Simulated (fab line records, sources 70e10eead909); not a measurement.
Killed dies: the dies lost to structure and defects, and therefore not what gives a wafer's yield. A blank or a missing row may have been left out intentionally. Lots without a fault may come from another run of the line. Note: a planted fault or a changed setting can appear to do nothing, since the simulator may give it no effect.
What tool caused it?    flow nand_harc    Sampling: 20 lots, 60 wafers, 6 of 1302 route steps

WHAT THE GAUGES READ, wafer by wafer
The record holds no reading of a measuring or inspecting step that can be judged against a usual standard deviation.

WHICH TOOL RAN EACH LOT (tool, then ch and the chambers of the sampled wafers, then the start)
lot   NHARC_A_CONTACT_ETCH_110            NHARC_A_CONTACT_STRIP_26                       NHARC_A_BLC_STRIP_21                NHARC_A_M0_ETCH_34                  NHARC_A_M0_DEP_32                NHARC_A_M1_ETCH_35
L074  rie_diel-11 ch 0,1,2, day 22 12:17  rie_diel-11 ch 0,3, day 22 16:15 or earlier    rie_diel-09 ch 0,1, day 22 16:15    rie_diel-02 ch 1,2, day 22 19:05    pecvd-04 ch 0,1,2, day 22 21:45  rie_diel-12 ch 0,2,3, day 22 23:10
L076  rie_diel-11 ch 0,2,3, day 23 03:43  rie_diel-11 ch 0,1,3, day 23 07:46 or earlier  rie_diel-09 ch 0,1,2, day 23 07:46  rie_diel-06 ch 0,1,3, day 23 10:43  pecvd-02 ch 0,1,2, day 23 13:15  rie_diel-12 ch 0,1,3, day 23 14:46
L075  rie_diel-11 ch 1,2, day 23 07:14    rie_diel-11 ch 1,2, day 23 11:35 or earlier    rie_diel-09 ch 1,2,3, day 23 11:35  rie_diel-06 ch 2,3, day 23 14:34    pecvd-02 ch 0,2, day 23 17:07    rie_diel-01 ch 0,2, day 23 18:45
L077  rie_diel-11 ch 0,3, day 23 14:40    rie_diel-11 ch 1,2,3, day 23 18:40 or earlier  rie_diel-05 ch 0,1,3, day 23 18:40  rie_diel-06 ch 0,3, day 23 21:38    pecvd-04 ch 0,1, day 24 00:13    rie_diel-12 ch 1,2,3, day 24 01:39
L078  rie_diel-04 ch 0,2,3, day 23 15:08  rie_diel-04 ch 0,1,2, day 23 19:02 or earlier  rie_diel-05 ch 1,2,3, day 23 19:02  rie_diel-06 ch 0,2,3, day 23 22:37  pecvd-04 ch 0,1,2, day 24 01:11  rie_diel-10 ch 1,2,3, day 24 02:40
L079  rie_diel-13 ch 1,2,3, day 24 05:44  rie_diel-13 ch 0,2, day 24 09:44 or earlier    rie_diel-05 ch 0,2,3, day 24 09:44  rie_diel-02 ch 1,2,3, day 24 12:43  pecvd-03 ch 0,1, day 24 15:19    rie_diel-01 ch 0,1,2, day 24 16:46
L080  rie_diel-11 ch 1,2, day 24 22:47    rie_diel-11 ch 2,3, day 25 02:47 or earlier    rie_diel-09 ch 1,2,3, day 25 02:47  rie_diel-02 ch 0,2,3, day 25 05:45  pecvd-03 ch 1,2, day 25 08:18    rie_diel-12 ch 0,1,2, day 25 09:52
L082  rie_diel-11 ch 1,2,3, day 25 11:26  rie_diel-11 ch 0,2, day 25 15:27 or earlier    rie_diel-08 ch 0,1, day 25 15:27    rie_diel-02 ch 0,1,3, day 25 18:29  pecvd-03 ch 0,1, day 25 21:04    rie_diel-01 ch 0,1,3, day 25 22:22
L085  rie_diel-11 ch 2,3, day 27 04:11    rie_diel-11 ch 0,2,3, day 27 08:05 or earlier  rie_diel-08 ch 0,1,2, day 27 08:05  rie_diel-02 ch 0,3, day 27 10:58    pecvd-03 ch 0,1,2, day 27 13:33  rie_diel-10 ch 0,1,3, day 27 15:11
L083  rie_diel-13 ch 0,2,3, day 27 07:23  rie_diel-13 ch 1,2,3, day 27 11:22 or earlier  rie_diel-09 ch 1,2,3, day 27 11:22  rie_diel-02 ch 0,2,3, day 27 14:56  pecvd-02 ch 0,2, day 27 17:35    rie_diel-01 ch 1,2,3, day 27 19:17
L086  rie_diel-13 ch 0,3, day 27 09:35    rie_diel-13 ch 1,2, day 27 13:35 or earlier    rie_diel-09 ch 2,3, day 27 13:35    rie_diel-07 ch 1,2,3, day 27 16:32  pecvd-03 ch 0,2, day 27 19:17    rie_diel-10 ch 0,1, day 27 20:43
L084  rie_diel-11 ch 0,2, day 27 11:10    rie_diel-11 ch 0,3, day 27 15:11 or earlier    rie_diel-09 ch 0,2,3, day 27 15:11  rie_diel-07 ch 0,3, day 27 18:08    pecvd-04 ch 1,2, day 27 20:43    rie_diel-12 ch 1,3, day 27 22:07
L087  rie_diel-11 ch 0,2, day 28 05:59    rie_diel-11 ch 0,1, day 28 09:56 or earlier    rie_diel-05 ch 1,3, day 28 09:56    rie_diel-06 ch 0,1, day 28 12:53    pecvd-04 ch 0,1,2, day 28 15:38  rie_diel-12 ch 1,3, day 28 17:07
L088  rie_diel-04 ch 0,1,2, day 28 10:28  rie_diel-04 ch 1,2, day 28 14:28 or earlier    rie_diel-05 ch 0,1,2, day 28 14:28  rie_diel-07 ch 0,2,3, day 28 17:26  pecvd-04 ch 0,2, day 28 20:07    rie_diel-10 ch 0,2,3, day 28 21:27
L089  rie_diel-11 ch 1,2, day 28 20:06    rie_diel-11 ch 0,1,3, day 28 23:59 or earlier  rie_diel-09 ch 0,1,2, day 28 23:59  rie_diel-02 ch 1,2, day 29 03:02    pecvd-04 ch 1,2, day 29 05:53    rie_diel-12 ch 0,3, day 29 07:25
L091  rie_diel-13 ch 0,1,2, day 29 00:26  rie_diel-13 ch 1,2, day 29 04:29 or earlier    rie_diel-05 ch 0,1,3, day 29 04:29  rie_diel-06 ch 0,1,2, day 29 07:29  pecvd-02 ch 1,2, day 29 10:23    rie_diel-01 ch 0,1,2, day 29 11:59
L093  rie_diel-11 ch 0,1,2, day 30 13:52  rie_diel-11 ch 0,2, day 30 18:02 or earlier    rie_diel-05 ch 1,2, day 30 18:02    rie_diel-07 ch 0,1, day 30 20:52    pecvd-04 ch 0,1,2, day 30 23:28  rie_diel-10 ch 1,3, day 31 00:49
L095  rie_diel-04 ch 0,2,3, day 31 01:05  rie_diel-04 ch 0,1,3, day 31 05:44 or earlier  rie_diel-05 ch 0,2,3, day 31 05:44  rie_diel-02 ch 1,2,3, day 31 08:44  pecvd-04 ch 0,2, day 31 11:16    rie_diel-01 ch 0,2,3, day 31 12:39
L096  rie_diel-04 ch 2,3, day 31 09:37    rie_diel-04 ch 1,3, day 31 13:37 or earlier    rie_diel-08 ch 0,1, day 31 13:37    rie_diel-02 ch 1,2, day 31 16:37    pecvd-02 ch 0,2, day 31 19:10    rie_diel-12 ch 0,3, day 31 20:41
L097  rie_diel-11 ch 0,2,3, day 31 19:27  rie_diel-11 ch 0,2, day 31 23:50 or earlier    rie_diel-08 ch 0,1,2, day 31 23:50  rie_diel-06 ch 1,2,3, day 32 02:50  pecvd-03 ch 1,2, day 32 05:35    rie_diel-01 ch 0,1,3, day 32 06:58
- NHARC_A_CONTACT_ETCH_110: etches the open film in CF4/O2, target depth 60 nm, overetch 6 nm, time 33 s.
- NHARC_A_CONTACT_STRIP_26: strips in O2.
- NHARC_A_BLC_STRIP_21: strips in O2.
- NHARC_A_M0_ETCH_34: etches the open film in N2/H2, target depth 40 nm, overetch 12 nm, time 43.94 s.
- NHARC_A_M0_DEP_32: deposits SiCN, target thk 30 nm.
- NHARC_A_M1_ETCH_35: etches the open film in N2/H2, target depth 40 nm, overetch 12 nm, time 43.94 s.

WHAT THE TOOLS THEMSELVES READ (means of the sampled wafers that have a number; where no wafer has one, the mark that the record gives instead)
NHARC_A_CONTACT_ETCH_110.
lot   tool         drypump_motor_current_A (A)  oes_product_au (a.u.)  rf_fwd_power_W (W)  rf_vpp_V (V)  showerhead_plenum_p_Torr (Torr)  throttle_valve_pct (%)
L074  rie_diel-11  5.6                          1.001                  296.3               198.5         1.36                             13.407
L076  rie_diel-11  5.5                          1.000                  295.3               199.1         1.39                             13.404
L075  rie_diel-11  5.4                          0.993                  297.7               198.4         1.35                             13.398
L077  rie_diel-11  5.8                          1.001                  295.3               199.3         1.41                             13.389
L078  rie_diel-04  6.2                          0.987                  296.2               197.8         1.37                             13.400
L079  rie_diel-13  6.0                          0.999                  295.1               198.1         1.33                             13.397
L080  rie_diel-11  5.6                          0.997                  296.1               197.6         1.31                             13.391
L082  rie_diel-11  5.5                          1.004                  295.5               198.4         1.34                             13.398
L085  rie_diel-11  5.3                          0.996                  295.9               198.8         1.37                             13.400
L083  rie_diel-13  6.1                          1.005                  294.7               197.1         1.28                             13.412
L086  rie_diel-13  6.3                          0.985                  295.9               196.6         1.25                             13.396
L084  rie_diel-11  5.7                          0.996                  297.5               198.5         1.40                             13.406
L087  rie_diel-11  5.7                          1.000                  296.2               198.7         1.40                             13.398
L088  rie_diel-04  5.6                          1.002                  296.0               199.0         1.39                             13.400
L089  rie_diel-11  5.4                          0.991                  296.0               198.3         1.34                             13.397
L091  rie_diel-13  5.8                          1.004                  294.3               197.8         1.34                             13.404
L093  rie_diel-11  5.7                          0.995                  296.5               197.9         1.35                             13.392
L095  rie_diel-04  6.1                          0.999                  296.1               197.7         1.35                             13.398
L096  rie_diel-04  6.3                          0.997                  297.2               198.2         1.33                             13.395
L097  rie_diel-11  5.5                          1.003                  296.2               199.3         1.39                             13.409

NHARC_A_CONTACT_STRIP_26.
lot   tool         drypump_motor_current_A (A)  oes_product_au (a.u.)  rf_vpp_V (V)  showerhead_plenum_p_Torr (Torr)  throttle_valve_pct (%)
L074  rie_diel-11  5.8                          1.000                  57.1          3.70                             17.042
L076  rie_diel-11  5.7                          0.994                  57.7          3.59                             17.038
L075  rie_diel-11  5.4                          0.996                  58.5          3.55                             17.039
L077  rie_diel-11  5.5                          0.997                  58.0          3.56                             17.035
L078  rie_diel-04  5.6                          0.991                  57.8          3.69                             17.026
L079  rie_diel-13  5.9                          1.001                  57.7          3.43                             17.048
L080  rie_diel-11  5.3                          1.004                  58.7          3.64                             17.032
L082  rie_diel-11  5.7                          0.998                  57.5          3.70                             17.033
L085  rie_diel-11  5.5                          1.002                  58.3          3.66                             17.035
L083  rie_diel-13  6.0                          1.000                  57.8          3.51                             17.035
L086  rie_diel-13  5.6                          1.006                  58.2          3.67                             17.037
L084  rie_diel-11  5.8                          1.001                  58.8          3.69                             17.045
L087  rie_diel-11  5.9                          0.997                  57.8          3.61                             17.042
L088  rie_diel-04  5.2                          1.004                  57.8          3.69                             17.030
L089  rie_diel-11  5.7                          1.002                  57.6          3.58                             17.035
L091  rie_diel-13  5.6                          1.005                  58.5          3.66                             17.037
L093  rie_diel-11  5.7                          1.007                  59.1          3.69                             17.033
L095  rie_diel-04  5.8                          0.995                  57.3          3.54                             17.041
L096  rie_diel-04  5.3                          0.997                  58.7          3.56                             17.037
L097  rie_diel-11  5.7                          1.000                  58.3          3.68                             17.039

NHARC_A_BLC_STRIP_21.
lot   tool         drypump_motor_current_A (A)  oes_product_au (a.u.)  rf_vpp_V (V)  showerhead_plenum_p_Torr (Torr)  throttle_valve_pct (%)
L074  rie_diel-09  5.7                          0.997                  57.9          3.38                             17.043
L076  rie_diel-09  5.4                          1.002                  57.3          3.44                             17.030
L075  rie_diel-09  5.3                          1.005                  57.7          3.45                             17.039
L077  rie_diel-05  5.7                          1.003                  57.2          3.47                             17.033
L078  rie_diel-05  5.8                          1.000                  57.9          3.47                             17.037
L079  rie_diel-05  5.5                          1.005                  58.5          3.45                             17.040
L080  rie_diel-09  5.4                          1.001                  57.5          3.44                             17.035
L082  rie_diel-08  5.6                          0.998                  58.2          3.51                             17.036
L085  rie_diel-08  5.6                          1.020                  56.8          3.49                             17.033
L083  rie_diel-09  5.3                          1.000                  57.4          3.44                             17.039
L086  rie_diel-09  5.5                          1.006                  57.0          3.39                             17.045
L084  rie_diel-09  5.6                          1.001                  57.1          3.38                             17.036
L087  rie_diel-05  6.0                          1.005                  56.8          3.48                             17.038
L088  rie_diel-05  5.4                          1.008                  57.1          3.35                             17.038
L089  rie_diel-09  5.4                          0.998                  58.0          3.44                             17.032
L091  rie_diel-05  5.7                          0.996                  57.7          3.46                             17.044
L093  rie_diel-05  5.7                          1.009                  56.7          3.36                             17.042
L095  rie_diel-05  5.4                          1.002                  58.0          3.44                             17.035
L096  rie_diel-08  5.7                          1.003                  57.8          3.49                             17.040
L097  rie_diel-08  5.6                          0.987                  58.2          3.48                             17.036

NHARC_A_M0_ETCH_34.
lot   tool         drypump_motor_current_A (A)  oes_product_au (a.u.)  rf_fwd_power_W (W)  rf_vpp_V (V)  showerhead_plenum_p_Torr (Torr)  throttle_valve_pct (%)
L074  rie_diel-02  5.9                          1.009                  396.7               432.4         2.10                             14.175
L076  rie_diel-06  5.7                          0.986                  394.5               432.6         2.10                             14.174
L075  rie_diel-06  6.4                          0.974                  395.6               429.5         2.03                             14.175
L077  rie_diel-06  5.7                          1.000                  395.7               432.1         2.07                             14.167
L078  rie_diel-06  6.1                          0.995                  396.3               431.2         2.05                             14.171
L079  rie_diel-02  5.8                          1.007                  395.8               431.2         2.05                             14.178
L080  rie_diel-02  5.6                          1.003                  395.5               428.9         2.00                             14.175
L082  rie_diel-02  5.4                          1.001                  393.9               430.4         2.02                             14.167
L085  rie_diel-02  5.4                          1.002                  396.8               428.4         1.95                             14.174
L083  rie_diel-02  5.6                          0.996                  395.6               428.8         2.00                             14.165
L086  rie_diel-07  5.7                          0.993                  396.5               432.9         2.12                             14.171
L084  rie_diel-07  6.0                          1.001                  395.9               430.9         2.04                             14.170
L087  rie_diel-06  5.5                          0.994                  394.9               431.8         2.11                             14.167
L088  rie_diel-07  5.9                          0.996                  396.3               431.4         2.07                             14.164
L089  rie_diel-02  5.9                          1.000                  395.4               431.9         2.10                             14.167
L091  rie_diel-06  6.0                          0.991                  394.5               431.5         2.06                             14.167
L093  rie_diel-07  5.0                          0.988                  394.3               431.6         2.10                             14.179
L095  rie_diel-02  5.8                          0.997                  394.2               430.8         2.04                             14.168
L096  rie_diel-02  5.9                          1.002                  394.3               431.4         2.10                             14.172
L097  rie_diel-06  6.0                          0.991                  395.5               431.9         2.08                             14.167

NHARC_A_M0_DEP_32.
lot   tool      heater_power_w (W)  rf_fwd_power_W (W)
L074  pecvd-04  476                 448.3
L076  pecvd-02  596                 449.5
L075  pecvd-02  592                 447.8
L077  pecvd-04  472                 448.5
L078  pecvd-04  495                 449.2
L079  pecvd-03  486                 448.7
L080  pecvd-03  537                 449.3
L082  pecvd-03  565                 447.4
L085  pecvd-03  497                 448.2
L083  pecvd-02  557                 449.6
L086  pecvd-03  493                 447.9
L084  pecvd-04  499                 450.1
L087  pecvd-04  500                 451.0
L088  pecvd-04  480                 450.0
L089  pecvd-04  492                 449.5
L091  pecvd-02  542                 450.6
L093  pecvd-04  488                 449.2
L095  pecvd-04  490                 450.5
L096  pecvd-02  576                 448.8
L097  pecvd-03  537                 449.3

NHARC_A_M1_ETCH_35.
lot   tool         drypump_motor_current_A (A)  oes_product_au (a.u.)  rf_fwd_power_W (W)  rf_vpp_V (V)  showerhead_plenum_p_Torr (Torr)  throttle_valve_pct (%)
L074  rie_diel-12  6.0                          0.996                  394.2               434.2         2.15                             14.166
L076  rie_diel-12  5.7                          1.001                  396.6               432.2         2.12                             14.172
L075  rie_diel-01  5.9                          0.987                  395.3               431.6         2.09                             14.174
L077  rie_diel-12  6.0                          0.998                  396.9               432.6         2.11                             14.174
L078  rie_diel-10  5.8                          1.010                  392.3               431.4         2.10                             14.176
L079  rie_diel-01  5.8                          1.005                  394.7               430.7         2.07                             14.171
L080  rie_diel-12  6.0                          1.000                  393.8               433.7         2.15                             14.175
L082  rie_diel-01  5.5                          1.014                  396.5               429.1         1.98                             14.159
L085  rie_diel-10  5.7                          0.998                  395.0               430.8         2.04                             14.176
L083  rie_diel-01  5.5                          1.006                  397.1               429.5         2.02                             14.167
L086  rie_diel-10  5.8                          0.998                  395.7               429.1         2.02                             14.172
L084  rie_diel-12  5.7                          1.002                  396.6               432.3         2.07                             14.182
L087  rie_diel-12  5.7                          1.009                  395.5               431.1         2.08                             14.178
L088  rie_diel-10  5.6                          1.004                  393.2               432.8         2.10                             14.168
L089  rie_diel-12  5.7                          0.995                  395.0               432.8         2.11                             14.166
L091  rie_diel-01  5.8                          1.002                  396.9               432.7         2.07                             14.173
L093  rie_diel-10  5.9                          1.009                  397.1               430.1         2.05                             14.174
L095  rie_diel-01  5.6                          1.004                  397.8               429.9         2.04                             14.172
L096  rie_diel-12  5.7                          1.009                  395.8               432.8         2.11                             14.172
L097  rie_diel-01  5.5                          1.003                  395.8               429.1         1.97                             14.174

THE ANSWER, worked out from the rows above alone
Rule: the usual values come from the lots themselves. Put in order of their means at a reading, lots are off if they are a third of the lots or fewer, leave a main group of 4 or more, and stand apart from it by a gap of 3 or more times the standard deviation of the main group's means; of several such gaps the widest counts. The tables above print the reading to a certain number of digits; a main group whose means all agree to those digits is not used. Also off: a lot with no number at a reading for which 4 or more lots have one. All remaining lots with rows at the step are treated as sound. After the gauges, taken in route order, come the tools' own readings; for these a lot's mean is taken, as printed above. The first step at which some lot is off is used, and at that step the reading that is off furthest; a lot without a number counts as furthest.
Across all readings shown, no lot is off: no conclusion can be drawn from this.

WHAT WAS PUT IN BY THE SIMULATOR
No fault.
